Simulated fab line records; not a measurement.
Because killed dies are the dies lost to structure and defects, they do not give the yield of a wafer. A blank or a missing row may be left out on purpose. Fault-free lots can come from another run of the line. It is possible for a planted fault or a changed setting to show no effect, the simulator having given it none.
fab line records	flow n5-finfet
record lots=9	wafers=27	last-day=17
route steps=1938 shown BEOL_M4@1111 BEOL_M13@1694 PASSIVATION@1936
lots with no fault: from the same line, run without faults
start-h: the number of hours between the record's first day and the start of the first shown wafer of the lot	wait-h: how many hours have passed since the lot's step before this one	" same as the row above	L1.1+2: one row covering several wafers at once	- either no value or no given start	* or withheld: withheld	< > ~ a bound
route shown NAME@n: names a module that has steps shown in the file, with the first one's number in the route	usual: the fault-free wafers' mean and standard deviation	same: alike in all rows	chamber/n: place in a boat	sites: per-site readings	_std_site: standard deviation of those values	_edge_site: the outer-site mean with the inner-site mean subtracted	radius-mm: how far each site lies from the wafer's centre	mask NAME#n: copy n	behind: the tool/chamber that last shaped the wafer	hold: cause of the lot's hold/its duration in hours/its outcome	device: whichever transistor did not switch (one of n, p or np)	end of line: tests of these same wafers at the route's end	a step given without rows: its recipe and nothing more	killed: at the first sort, the dies lost to defects and structure; wafer yield is something else	map: per-die view of a wafer (x killed, . not killed, _ where there is no die)
set.NAME: the setting the step ran with; set.NAME@STEP: the setting that earlier step ran with	model.NAME: the simulator's own value behind a step, which no gauge read
a sample of lots followed through the steps of the route, with each step as a table and each wafer as a row
services: from which hour (start-h, from the record's first day; less than 0 if before it) a tool's chamber was out of use, for how many hours, and why
## steps
# step N5_BEOL_M4_RC_MEAS_101
# usual DIBL_N=36.2/1.5	DIBL_P=36.2/1.7	IOFF_N=0.155/0.021	IOFF_P=0.216/0.026	ION_N=674/11	ION_P=464/6.8	SS_N=71.5/0.56	SS_P=73.3/0.6	VT_N=250.2/2.6	VT_P=-249.3/2.5
lot.wafer	tool	chamber	start-h	wait-h	DIBL_N[mV/V]	DIBL_P[mV/V]	IOFF_N[nA/um]	IOFF_P[nA/um]	ION_N[uA/um]	ION_P[uA/um]	SS_N[mV/dec]	SS_P[mV/dec]	VT_N[mV]	VT_P[mV]
L376.3	prober-02	0	176.43	0.3	35.7	35.2	0.148	0.202	676	460	71.5	73.0	251.2	-251.9
L376.4	"	0	"	"	37.5	37.7	0.183	0.246	674	463	72.8	73.4	250.7	-248.5
L376.6	"	0	"	"	38.0	37.4	0.186	0.230	674	464	71.8	73.8	249.9	-249.7
L380.2	prober-02	0	195.41	0.2	36.6	37.6	0.171	0.210	688	463	71.6	73.2	250.8	-253.2
L380.3	"	0	"	"	35.7	35.8	0.152	0.195	660	457	71.5	73.6	254.5	-252.2
L380.5	"	0	"	"	36.9	37.4	0.170	0.208	671	458	71.8	73.9	248.4	-254.2
L381.1	prober-01	0	200.25	0.3	37.2	38.9	0.174	0.232	686	470	71.9	74.4	248.2	-249.4
L381.4	"	0	"	"	37.3	39.0	0.169	0.236	686	474	71.9	74.0	248.1	-250.4
L381.6	"	0	"	"	36.8	38.0	0.164	0.217	679	458	71.8	73.7	249.1	-251.1
L385.2	prober-01	0	228.77	0.2	36.2	35.7	0.160	0.229	659	450	72.8	72.8	250.3	-247.6
L385.4	"	0	"	"	36.6	35.4	0.160	0.233	665	464	71.9	73.5	251.0	-246.4
L385.6	"	0	"	"	36.1	35.1	0.150	0.229	661	458	71.8	73.0	251.0	-246.5
L387.1	prober-02	0	241.05	0.0	36.9	36.2	0.154	0.235	662	463	71.2	72.6	250.8	-246.5
L387.3	"	0	"	"	39.5	39.9	0.221	0.302	689	479	71.5	73.6	242.6	-245.0
L387.5	"	0	"	"	36.4	36.4	0.158	0.239	690	473	72.1	72.4	247.0	-247.0
L390.3	prober-01	0	258.88	0.3	38.2	39.6	0.180	0.242	678	470	72.0	74.5	245.3	-247.1
L390.4	"	0	"	"	37.7	37.5	0.155	0.213	652	453	71.7	73.4	250.9	-250.8
L390.5	"	0	"	"	37.7	37.5	0.155	0.211	671	462	71.6	73.2	251.0	-250.8
L391.3	prober-02	0	265.14	0.3	38.5	38.7	0.183	0.238	668	458	72.5	74.1	251.9	-248.7
L391.4	"	0	"	"	38.2	39.2	0.189	0.261	686	475	72.6	73.4	245.3	-245.7
L391.5	"	0	"	"	37.7	38.4	0.169	0.238	692	471	72.5	73.2	250.2	-248.6
L394.1	prober-01	0	287.20	0.0	36.0	35.6	0.143	0.190	676	461	70.2	73.1	248.3	-249.5
L394.4	"	0	"	"	36.7	35.8	0.140	0.191	659	459	70.9	72.4	250.8	-251.7
L394.5	"	0	"	"	34.5	33.8	0.109	0.170	665	461	69.9	72.4	254.4	-251.5
L396.2	prober-01	0	303.72	0.2	38.5	37.4	0.169	0.240	682	472	71.6	74.0	249.8	-248.0
L396.4	"	0	"	"	37.8	36.8	0.157	0.241	660	463	72.0	74.0	250.4	-248.8
L396.6	"	0	"	"	38.0	36.3	0.160	0.234	666	460	71.7	73.9	249.1	-248.1
# step N5_BEOL_M13_ETCH_68
# recipe chemistry=N2/H2	target=SOC	mask-material=SiARC	source-w=3000	bias-w=350	temp-c=40	time-s=355	ion-energy-ev=200	pressure-mtorr=30	n2-flow-sccm=200	h2-flow-sccm=200
# usual drypump-motor-current-A=5.8/0.45	oes-product-au=0.77/0.081	rf-vpp-V=525.3/1.9	showerhead-plenum-p-Torr=2.60/0.065	throttle-valve-pct=17.70/0.26
lot.wafer	tool	chamber	start-h	wait-h	drypump-motor-current-A	oes-product-au	rf-hours-counter-h	rf-vpp-V	showerhead-plenum-p-Torr	throttle-valve-pct
L376.3	rie-diel-03	2	245.50	0.1	6.0	0.71	216	525.9	2.62	17.89
L376.4	"	2	"	"	6.0	0.70	-	526.2	2.62	17.88
L376.6	"	1	"	"	5.9	0.72	-	527.5	2.62	17.88
L381.1	rie-diel-03	2	270.78	0.1	6.0	0.70	226	525.5	2.62	17.90
L381.4	"	3	"	"	5.7	0.87	31	525.4	2.60	17.67
L381.6	"	2	"	"	6.0	0.70	-	524.7	2.62	17.91
L380.2	rie-diel-06	2	271.17	0.1	6.4	0.69	229	520.4	2.40	18.35
L380.3	"	0	"	"	5.0	0.83	79	528.6	2.67	17.46
L380.5	"	2	"	"	6.4	0.68	-	520.9	2.40	18.34
L385.2	rie-diel-03	1	305.60	0.1	5.9	0.71	228	526.7	2.61	17.92
L385.4	"	2	"	"	6.0	0.69	237	525.2	2.62	17.91
L385.6	"	3	"	"	5.8	0.86	-	526.2	2.60	17.72
L387.1	rie-diel-03	1	306.21	0.1	5.9	0.71	228	526.8	2.61	17.91
L387.3	"	2	"	"	6.0	0.69	238	525.9	2.62	17.91
L387.5	"	0	"	"	5.3	0.70	-	525.9	2.62	17.55
L390.3	rie-diel-06	2	323.52	0.1	6.4	0.68	244	519.6	2.40	18.38
L390.4	"	0	"	"	5.0	0.81	95	527.0	2.67	17.48
L390.5	"	1	"	"	5.9	0.86	-	524.6	2.57	17.50
L391.3	rie-diel-03	2	333.88	0.1	6.0	0.70	244	525.3	2.61	17.93
L391.4	"	0	"	"	5.3	0.69	222	524.8	2.62	17.56
L391.5	"	2	"	"	6.0	0.69	-	527.1	2.61	17.93
L394.1	rie-diel-01	2	352.41	0.1	5.4	0.91	24	526.8	2.60	17.63
L394.4	"	0	"	"	6.7	0.71	224	525.3	2.61	17.73
L394.5	"	2	"	"	5.4	0.91	-	525.6	2.60	17.64
L396.2	rie-diel-03	1	374.99	0.1	5.9	0.70	249	525.2	2.60	17.96
L396.4	"	0	"	"	5.3	0.69	237	525.5	2.61	17.61
L396.6	"	0	"	"	5.3	0.68	-	526.2	2.61	17.60
# step N5_BEOL_M13_PRE_CLEAN_42
# recipe gas=H2/He	time-s=30	temp-c=250
# usual heater-power-w=364/33
lot.wafer	tool	chamber	start-h	wait-h	heater-power-w
L376.3	pvd-sputter-02	-	252.47	0.0	342
L376.4	"	-	"	"	372
L376.6	"	-	"	"	347
L381.1	pvd-sputter-03	-	271.69	0.0	355
L381.4	"	-	"	"	359
L381.6	"	-	"	"	322
L380.2	pvd-sputter-03	-	277.61	0.0	402
L380.3	"	-	"	"	330
L380.5	"	-	"	"	402
L385.2	pvd-sputter-02	-	308.57	0.0	346
L385.4	"	-	"	"	377
L385.6	"	-	"	"	353
L387.1	pvd-sputter-03	-	308.77	0.0	352
L387.3	"	-	"	"	400
L387.5	"	-	"	"	343
L390.3	pvd-sputter-01	-	325.92	0.0	399
L390.4	"	-	"	"	375
L390.5	"	-	"	"	333
L391.3	pvd-sputter-03	-	335.19	0.0	349
L391.4	"	-	"	"	330
L391.5	"	-	"	"	349
L394.1	pvd-sputter-01	-	353.44	0.0	326
L394.4	"	-	"	"	405
L394.5	"	-	"	"	406
L396.2	pvd-sputter-02	-	376.81	0.0	335
L396.4	"	-	"	"	438
L396.6	"	-	"	"	345
# step N5_BEOL_M13_SPUTTER_43
# recipe material=TaN	target-thk-a=150	temp-c=50	bias-v=168.6	power-w=15000	chamber-pressure-pa=0.12	time-s=24.19
# usual cathode-dc-power-W=15000/2.8	throttle-valve-pct=30.1/0.97
lot.wafer	tool	chamber	start-h	wait-h	cathode-dc-power-W	throttle-valve-pct
L376.3	pvd-sputter-02	-	252.51	0.0	14997	31.0
L376.4	"	-	"	"	15004	31.4
L376.6	"	-	"	"	15001	31.2
L381.1	pvd-sputter-03	-	271.73	0.0	14999	29.0
L381.4	"	-	"	"	14998	29.6
L381.6	"	-	"	"	14999	30.2
L380.2	pvd-sputter-03	-	277.65	0.0	15001	28.1
L380.3	"	-	"	"	15000	30.3
L380.5	"	-	"	"	15004	28.0
L385.2	pvd-sputter-02	-	308.61	0.0	15000	31.0
L385.4	"	-	"	"	15001	31.1
L385.6	"	-	"	"	15004	30.1
L387.1	pvd-sputter-03	-	308.81	0.0	14999	29.0
L387.3	"	-	"	"	15000	27.9
L387.5	"	-	"	"	15000	29.6
L390.3	pvd-sputter-01	-	325.96	0.0	15000	29.9
L390.4	"	-	"	"	15006	29.9
L390.5	"	-	"	"	15004	31.1
L391.3	pvd-sputter-03	-	335.23	0.0	15003	29.8
L391.4	"	-	"	"	15000	30.0
L391.5	"	-	"	"	14999	29.5
L394.1	pvd-sputter-01	-	353.48	0.0	15001	31.4
L394.4	"	-	"	"	15000	30.0
L394.5	"	-	"	"	15006	29.6
L396.2	pvd-sputter-02	-	376.85	0.0	15001	31.2
L396.4	"	-	"	"	15005	31.7
L396.6	"	-	"	"	15000	31.0
# step N5_BEOL_M13_ECD_47
# recipe material=Cu	target-thk-a=9360
lot.wafer	tool	chamber	start-h	wait-h
L376.3+4+6	ecd-cu-01	0,1,1	252.83	0.1
L381.1+4+6	ecd-cu-02	0	272.01	0.1
L380.2+3+5	ecd-cu-01	1	277.93	0.1
L385.2+4+6	ecd-cu-01	1,0,0	308.89	0.1
L387.1+3+5	ecd-cu-02	0	309.08	0.1
L390.3+4+5	ecd-cu-02	1,0,0	326.29	0.1
L391.3+4+5	ecd-cu-01	0,1,1	335.55	0.1
L394.1+4+5	ecd-cu-02	1,1,0	353.76	0.1
L396.2+4+6	ecd-cu-01	0	377.13	0.1
# step N5_BEOL_M13_THK_MEAS_50
# recipe thk-meas-gauge=xrf	reads=Cu_of_BEOL_M13_ECD_47
# usual M13_THK=430/5.9
lot.wafer	tool	chamber	start-h	wait-h	M13_THK[nm]
L376.3	film-metro-01	-	253.54	-	425
L376.4	"	-	"	"	429
L376.6	"	-	"	"	426
L381.1	film-metro-02	-	272.96	-	-
L381.4	"	-	"	"	-
L381.6	"	-	"	"	-
L380.2	film-metro-01	-	278.68	-	-
L380.3	"	-	"	"	-
L380.5	"	-	"	"	-
L385.2	film-metro-01	-	309.64	-	433
L385.4	"	-	"	"	425
L385.6	"	-	"	"	432
L387.1	film-metro-01	-	309.87	-	432
L387.3	"	-	"	"	427
L387.5	"	-	"	"	432
L390.3	film-metro-02	-	327.42	-	421
L390.4	"	-	"	"	431
L390.5	"	-	"	"	428
L391.3	film-metro-02	-	336.58	-	426
L391.4	"	-	"	"	419
L391.5	"	-	"	"	419
L394.1	film-metro-01	-	354.51	-	432
L394.4	"	-	"	"	423
L394.5	"	-	"	"	432
L396.2	film-metro-01	-	377.89	-	430
L396.4	"	-	"	"	429
L396.6	"	-	"	"	428
# step N5_BEOL_M13_RS_MEAS_54
# recipe thk-meas-gauge=four-point-probe	reads=Cu_of_BEOL_M13_ECD_47+Ta_of_BEOL_M13_SPUTTER_44+TaN_of_BEOL_M13_SPUTTER_43
# usual M13_RS=0.0451/0.00056
lot.wafer	tool	chamber	start-h	wait-h	M13_RS[ohm/sq]
L376.3	film-metro-01	-	253.67	0.1	0.0459
L376.4	"	-	"	"	0.0456
L376.6	"	-	"	"	0.0459
L381.1	film-metro-02	-	273.09	0.0	56.630
L381.4	"	-	"	"	56.805
L381.6	"	-	"	"	56.083
L380.2	film-metro-01	-	278.81	0.1	57.508
L380.3	"	-	"	"	57.203
L380.5	"	-	"	"	58.339
L385.2	film-metro-02	-	309.77	0.1	0.0452
L385.4	"	-	"	"	0.0459
L385.6	"	-	"	"	0.0451
L387.1	film-metro-01	-	310.00	0.0	0.0450
L387.3	"	-	"	"	0.0454
L387.5	"	-	"	"	0.0448
L390.3	film-metro-01	-	327.55	0.1	0.0456
L390.4	"	-	"	"	0.0446
L390.5	"	-	"	"	0.0449
L391.3	film-metro-01	-	336.71	0.1	0.0451
L391.4	"	-	"	"	0.0457
L391.5	"	-	"	"	0.0457
L394.1	film-metro-02	-	354.64	0.0	0.0449
L394.4	"	-	"	"	0.0460
L394.5	"	-	"	"	0.0449
L396.2	film-metro-01	-	378.01	0.1	0.0454
L396.4	"	-	"	"	0.0455
L396.6	"	-	"	"	0.0456
# step N5_PASSIVATION_PROBE_49
# usual defect-limited-yield=91.3/1.3	killed_at_M0_to_M3=32/11	killed_at_M4_up=15/5.6	killed-at-contacts=12/6	killed-at-front-end=40/11	killed-at-other=3.5/2.6	killed-dies=102/15	killed-on-rim=13/3.4	killed-open=67/12	killed-short=34/7.3	sort_bin_5_function=5.1/0.85	sort_bin_6_memory=3.2/0.61	sort-n-pass=1078/15	sort-yield-pct=91.3/1.3
# same gross-dies=1180	killed-at-back-side=0	sort_bin_4_leakage[%]=0	sort_bin_8_speed[%]=0
lot.wafer	tool	chamber	start-h	wait-h	defect-limited-yield[%]	killed_at_M0_to_M3	killed_at_M4_up	killed-at-contacts	killed-at-front-end	killed-at-other	killed-dies	killed-on-rim	killed-open	killed-short	sort_bin_5_function[%]	sort_bin_6_memory[%]	sort-n-pass	sort-yield-pct[%]
L376.3	prober-01	-	279.57	0.1	92.5	28	10	9	37	4	88	17	61	27	4.7	2.5	1092	92.5
L376.4	prober-01	-	279.62	0.2	90.9	19	8	7	68	5	107	18	71	36	5.1	3.4	1073	90.9
L376.6	prober-01	-	279.72	0.3	90.6	31	6	5	62	7	111	15	73	38	5.8	3.2	1069	90.6
L381.1	prober-02	-	303.73	0.0	0	33	1079	19	45	4	1180	152	77	35	95.6	3.9	0	0
L381.4	prober-02	-	303.88	0.2	0	28	1093	21	32	6	1180	152	69	32	96.4	3.5	0	0
L381.6	prober-02	-	303.98	0.3	0	38	1095	9	33	5	1180	152	63	34	96.3	3.4	0	0
L380.2	prober-01	-	304.55	0.2	0	48	1073	9	50	0	1180	152	76	40	96.3	3.3	0	0
L380.3	prober-01	-	304.60	0.3	0	49	1084	5	41	1	1180	152	57	56	95.6	4.0	0	0
L385.2	prober-02	-	335.83	0.1	91.8	24	21	12	34	6	97	8	63	29	4.2	3.4	1083	91.8
L385.4	prober-02	-	335.93	0.2	93.0	24	20	7	32	0	83	10	41	33	4.0	2.6	1097	93.0
L385.6	prober-02	-	336.03	0.3	92.5	33	15	7	32	1	88	14	51	35	4.2	2.8	1092	92.5
L387.1	prober-02	-	339.92	0.0	92.1	34	14	0	45	0	93	17	63	30	5.0	2.6	1087	92.1
L387.3	prober-02	-	340.02	0.1	91.4	27	19	9	46	1	102	15	63	39	5.3	3.1	1078	91.4
L387.5	prober-02	-	340.12	0.2	91.2	32	11	6	48	7	104	12	75	29	4.7	3.7	1076	91.2
L390.3	prober-02	-	351.41	0.1	92.5	31	9	8	33	7	88	11	49	39	4.9	2.3	1092	92.5
L390.4	prober-02	-	351.46	0.2	92.5	43	11	4	29	1	88	14	54	32	4.1	3.1	1092	92.5
L390.5	prober-02	-	351.51	0.2	92.5	40	11	4	33	1	89	14	49	31	4.7	2.6	1091	92.5
L391.3	prober-01	-	361.76	0.1	91.7	15	12	9	58	4	98	9	78	20	4.7	3.6	1082	91.7
L391.4	prober-01	-	361.81	0.2	90.1	22	27	14	53	1	117	16	73	43	6.2	3.5	1063	90.1
L391.5	prober-01	-	361.86	0.2	89.3	23	20	14	64	5	126	14	81	41	6.3	3.4	1054	89.3
L394.1	prober-01	-	382.62	0.0	90.3	38	22	15	35	5	115	9	83	31	6.1	3.4	1065	90.3
L394.4	prober-01	-	382.77	0.2	89.8	35	18	22	41	4	120	15	81	38	5.7	3.7	1060	89.8
L394.5	prober-01	-	382.82	0.2	91.0	26	19	12	46	3	106	16	71	34	5.3	3.5	1074	91.0
L396.2	prober-01	-	406.89	0.1	91.1	46	20	6	25	8	105	17	61	42	5.7	3.2	1075	91.1
L396.4	prober-01	-	406.99	0.2	90.6	50	18	5	33	5	111	16	64	47	5.5	3.6	1069	90.6
L396.6	prober-01	-	407.09	0.3	90.8	50	16	9	31	2	108	13	61	46	5.3	3.5	1072	90.8
# killed by level:class
L376.3 FIN_SAQP:geometric-particle:open=13 BEOL_M0_SAQP:geometric-particle:open=8 MOL_CONTACT_COAG:geometric-particle:open=7 BEOL_M3:geometric-particle:open=6 BEOL_M4:geometric-particle:open=6 FIN_SAQP:geometric-particle:short=5 DUMMY_GATE:geometric-particle:open=5 BEOL_M0_SAQP:geometric-particle:short=5
L376.4 FIN_SAQP:geometric-particle:open=20 FIN_SAQP:geometric-particle:short=10 STI_FIN_REVEAL:geometric-particle:open=9 DUMMY_GATE:geometric-particle:open=9 BEOL_M0_SAQP:geometric-particle:short=8 MOL_CONTACT_COAG:geometric-particle:open=6 STARTING-WAFER:geometric-particle:open=5 BEOL_M2:geometric-particle:open=4
L376.6 FIN_SAQP:geometric-particle:open=19 STI_FIN_REVEAL:geometric-particle:open=15 FIN_SAQP:geometric-particle:short=10 BEOL_M0_SAQP:geometric-particle:short=7 BEOL_M0_SAQP:geometric-particle:open=6 DUMMY_GATE:geometric-particle:short=5 BEOL_M2:geometric-particle:open=5 MOL_CONTACT_COAG:geometric-particle:open=4
L381.1 BEOL_M13:area-ecd=1068 MOL_CONTACT_COAG:geometric-particle:open=18 STI_FIN_REVEAL:geometric-particle:open=11 BEOL_M0_SAQP:geometric-particle:short=9 DUMMY_GATE:geometric-particle:open=7 BEOL_M2:geometric-particle:open=7 BEOL_M4:geometric-particle:open=6 FIN_SAQP:geometric-particle:short=6
L381.4 BEOL_M13:area-ecd=1079 MOL_CONTACT_COAG:geometric-particle:open=18 STI_FIN_REVEAL:geometric-particle:open=8 BEOL_M0_SAQP:geometric-particle:open=7 BEOL_M0_SAQP:geometric-particle:short=7 BEOL_M7:geometric-particle:open=5 BEOL_M4:geometric-particle:open=5 GATE_CUT:geometric-particle:short=4
L381.6 BEOL_M13:area-ecd=1080 DUMMY_GATE:geometric-particle:open=10 BEOL_M0_SAQP:geometric-particle:short=9 BEOL_M0_SAQP:geometric-particle:open=8 BEOL_M2:geometric-particle:open=8 BEOL_M4:geometric-particle:open=7 MOL_CONTACT_COAG:geometric-particle:open=6 SPACER0:geometric-particle:short=5
L380.2 BEOL_M13:area-ecd=1064 FIN_SAQP:geometric-particle:short=15 FIN_SAQP:geometric-particle:open=14 BEOL_M2:geometric-particle:open=10 BEOL_M3:geometric-particle:open=8 BEOL_M1:geometric-particle:open=7 STI_FIN_REVEAL:geometric-particle:open=7 BEOL_M0_SAQP:geometric-particle:open=7
L380.3 BEOL_M13:area-ecd=1066 FIN_SAQP:geometric-particle:short=12 BEOL_M0_SAQP:geometric-particle:short=10 BEOL_M0_SAQP:geometric-particle:open=10 BEOL_M1:geometric-particle:short=8 BEOL_M2:geometric-particle:open=8 DUMMY_GATE:geometric-particle:open=7 BEOL_M1:geometric-particle:open=7
L385.2 MOL_CONTACT_COAG:geometric-particle:open=11 FIN_SAQP:geometric-particle:short=9 BEOL_M0_SAQP:geometric-particle:open=9 BEOL_M3:geometric-particle:open=8 BEOL_M4:geometric-particle:open=6 FIN_SAQP:geometric-particle:open=4 BEOL_M4:geometric-particle:short=4 PASS1_CAP:geometric-particle:open=4
L385.4 FIN_SAQP:geometric-particle:short=12 BEOL_M4:geometric-particle:open=6 BEOL_M0_SAQP:geometric-particle:short=6 BEOL_M0_SAQP:geometric-particle:open=6 FIN_SAQP:geometric-particle:open=5 MOL_CONTACT_COAG:geometric-particle:open=5 BEOL_M3:geometric-particle:open=5 STARTING-WAFER:geometric-particle:short=5
L385.6 FIN_SAQP:geometric-particle:short=12 BEOL_M3:geometric-particle:open=10 BEOL_M0_SAQP:geometric-particle:short=9 BEOL_M4:geometric-particle:open=8 BEOL_M0_SAQP:geometric-particle:open=7 ILD0:geometric-particle:open=5 FIN_SAQP:geometric-particle:open=4 MOL_CONTACT_COAG:geometric-particle:short=4
L387.1 FIN_SAQP:geometric-particle:short=13 STI_FIN_REVEAL:geometric-particle:open=11 BEOL_M2:geometric-particle:open=10 BEOL_M0_SAQP:geometric-particle:open=8 FIN_SAQP:geometric-particle:open=7 BEOL_M4:geometric-particle:open=6 BEOL_M3:geometric-particle:open=5 BEOL_M4:geometric-particle:short=5
L387.3 FIN_SAQP:geometric-particle:open=13 FIN_SAQP:geometric-particle:short=10 MOL_CONTACT_COAG:geometric-particle:open=8 BEOL_M4:geometric-particle:open=8 STI_FIN_REVEAL:geometric-particle:open=7 BEOL_M2:geometric-particle:open=5 BEOL_M0_SAQP:geometric-particle:short=4 BEOL_M0_SAQP:geometric-particle:open=4
L387.5 STI_FIN_REVEAL:geometric-particle:open=16 FIN_SAQP:geometric-particle:open=13 BEOL_M1:geometric-particle:open=8 BEOL_M3:geometric-particle:open=7 FIN_SAQP:geometric-particle:short=6 DUMMY_GATE:geometric-particle:open=6 BEOL_M4:geometric-particle:open=6 BEOL_M0_SAQP:geometric-particle:short=5
L390.3 BEOL_M0_SAQP:geometric-particle:short=11 FIN_SAQP:geometric-particle:open=10 BEOL_M0_SAQP:geometric-particle:open=8 MOL_CONTACT_COAG:geometric-particle:open=6 FIN_SAQP:geometric-particle:short=5 GATE_CUT:geometric-particle:short=5 STI_FIN_REVEAL:geometric-particle:open=4 BEOL_M3:geometric-particle:open=4
L390.4 BEOL_M0_SAQP:geometric-particle:open=15 BEOL_M0_SAQP:geometric-particle:short=15 STARTING-WAFER:geometric-particle:open=8 FIN_SAQP:geometric-particle:open=5 BEOL_M4:geometric-particle:open=5 DUMMY_GATE:geometric-particle:open=4 BEOL_M3:geometric-particle:open=4 FIN_SAQP:geometric-particle:short=3
L390.5 GATE_CUT:geometric-particle:short=13 BEOL_M0_SAQP:geometric-particle:open=10 BEOL_M3:geometric-particle:open=9 BEOL_M0_SAQP:geometric-particle:short=6 BEOL_M1:geometric-particle:open=5 BEOL_M0_CUTY:coat-microbubble-printed=4 GATE_CUT:geometric-particle:open=3 MOL_CONTACT_COAG:geometric-particle:open=3
L391.3 STI_FIN_REVEAL:geometric-particle:open=24 FIN_SAQP:geometric-particle:open=12 MOL_CONTACT_COAG:geometric-particle:open=9 BEOL_M3:geometric-particle:open=6 BEOL_M3:geometric-particle:short=5 BEOL_M4:geometric-particle:open=5 FIN_SAQP:geometric-particle:short=4 STI_FIN_REVEAL:geometric-particle:short=4
L391.4 FIN_SAQP:geometric-particle:short=19 STI_FIN_REVEAL:geometric-particle:open=13 BEOL_M4:geometric-particle:open=9 FIN_SAQP:geometric-particle:open=8 MOL_CONTACT_COAG:geometric-particle:open=8 MOL_CONTACT_COAG:geometric-particle:short=6 BEOL_M3:geometric-particle:open=6 BEOL_M5:geometric-particle:open=6
L391.5 FIN_SAQP:geometric-particle:open=14 STI_FIN_REVEAL:geometric-particle:open=14 MOL_CONTACT_COAG:geometric-particle:open=11 FIN_SAQP:geometric-particle:short=10 BEOL_M4:geometric-particle:open=8 STI_FIN_REVEAL:geometric-particle:short=7 BEOL_M3:geometric-particle:open=7 GATE_CUT:geometric-particle:short=5
L394.1 MOL_CONTACT_COAG:geometric-particle:open=13 FIN_SAQP:geometric-particle:open=12 BEOL_M4:geometric-particle:open=12 STI_FIN_REVEAL:geometric-particle:open=7 BEOL_M0_SAQP:geometric-particle:open=7 FIN_SAQP:geometric-particle:short=6 BEOL_M1:geometric-particle:open=6 BEOL_M4:geometric-particle:short=6
L394.4 MOL_CONTACT_COAG:geometric-particle:open=19 FIN_SAQP:geometric-particle:open=10 STI_FIN_REVEAL:geometric-particle:open=8 BEOL_M3:geometric-particle:open=8 BEOL_M4:geometric-particle:open=8 FIN_SAQP:geometric-particle:short=7 BEOL_M1:geometric-particle:open=6 BEOL_M2:geometric-particle:open=6
L394.5 FIN_SAQP:geometric-particle:open=10 BEOL_M1:geometric-particle:open=10 FIN_SAQP:geometric-particle:short=9 MOL_CONTACT_COAG:geometric-particle:open=9 DUMMY_GATE:geometric-particle:open=6 BEOL_M3:geometric-particle:open=6 BEOL_M4:geometric-particle:open=5 STI_FIN_REVEAL:geometric-particle:open=4
L396.2 BEOL_M0_SAQP:geometric-particle:open=12 BEOL_M0_SAQP:geometric-particle:short=11 BEOL_M4:geometric-particle:open=9 BEOL_M1:geometric-particle:short=8 MOL_CONTACT_COAG:geometric-particle:open=6 BEOL_M3:geometric-particle:open=5 GATE_CUT:geometric-particle:short=4 MIM_TOP:geometric-particle:short=4
L396.4 BEOL_M0_SAQP:geometric-particle:open=11 BEOL_M0_SAQP:geometric-particle:short=9 BEOL_M3:geometric-particle:open=8 BEOL_M1:geometric-particle:short=7 FIN_SAQP:geometric-particle:open=6 BEOL_M4:geometric-particle:open=6 DUMMY_GATE:geometric-particle:open=5 GATE_CUT:geometric-particle:short=5
L396.6 BEOL_M1:geometric-particle:open=11 BEOL_M0_SAQP:geometric-particle:open=11 BEOL_M0_SAQP:geometric-particle:short=11 FIN_SAQP:geometric-particle:open=8 BEOL_M1:geometric-particle:short=8 BEOL_M4:geometric-particle:short=7 MOL_CONTACT_COAG:geometric-particle:open=5 BEOL_M4:geometric-particle:open=5
## services
tool	chamber	start-h	hours	kind
rie-diel-06	1	228.58	18.5	repair
rie-diel-03	1	262.53	4.8	repair
ecd-cu-01	-	268.90	5.6	pm
rie-diel-01	3	277.69	5.4	repair
ecd-cu-01	-	318.47	1.7	repair
rie-diel-03	-	328.19	2.8	pm
rie-diel-06	2	340.52	-	clean
rie-diel-06	2	340.52	-	consumable-replace:focus-ring
rie-diel-06	2	340.52	-	consumable-replace:showerhead
rie-diel-06	2	340.52	28.2	scheduled-down
rie-diel-06	2	340.52	28.2	vent-cycle
rie-diel-06	1	349.71	9.9	repair
rie-diel-03	2	352.94	-	clean
rie-diel-03	2	352.94	-	consumable-replace:esc
rie-diel-03	2	352.94	-	consumable-replace:focus-ring
rie-diel-03	2	352.94	19.2	scheduled-down
rie-diel-03	2	352.94	19.2	vent-cycle
ecd-cu-02	-	359.01	0.2	repair
pvd-sputter-01	-	363.97	1.3	repair
pvd-sputter-02	-	372.77	2.3	repair
rie-diel-03	1	377.17	-	clean
rie-diel-03	1	377.17	-	consumable-replace:focus-ring
rie-diel-03	1	377.17	14.3	scheduled-down
rie-diel-03	1	377.17	14.3	vent-cycle
## key
first-sign step=N5_BEOL_M13_THK_MEAS_50	reading=M13_THK	direction=missing
effect step=N5_BEOL_M13_RS_MEAS_54	reading=M13_RS	direction=up	sigmas=99+	usual=0.0451	struck=57.094
effect step=N5_PASSIVATION_PROBE_49	reading=killed_at_M4_up	direction=up	sigmas=99+	usual=15	struck=1085
more-kills-born-at N5_BEOL_M13_ECD_47@ecd-cu-02=3227	N5_BEOL_M13_ECD_47@ecd-cu-01=2130
met-at N5_BEOL_M13_ECD_47
struck-lots L380,L381
rows-end L380.5
later-rows-left-out L380.2,L380.3,L381.1,L381.4,L381.6
not-acting-at N5_BEOL_M13_ETCH_68,N5_BEOL_M13_PRE_CLEAN_42,N5_BEOL_M13_SPUTTER_43
onset-between 252.83 272.01
fault kind=skipped-step-whole	tool=ecd-cu-01,ecd-cu-02	chamber=-	onset-h=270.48	steps=N5_BEOL_M13_ECD_47	scope=struck-lots-only
# later-rows-left-out: the simulator's readings of these wafers behind a module that went badly wrong aren't trusted and aren't shown, but for the sort
# rows-end: these wafers met a further fault down the route, and their rows from its step on are left out
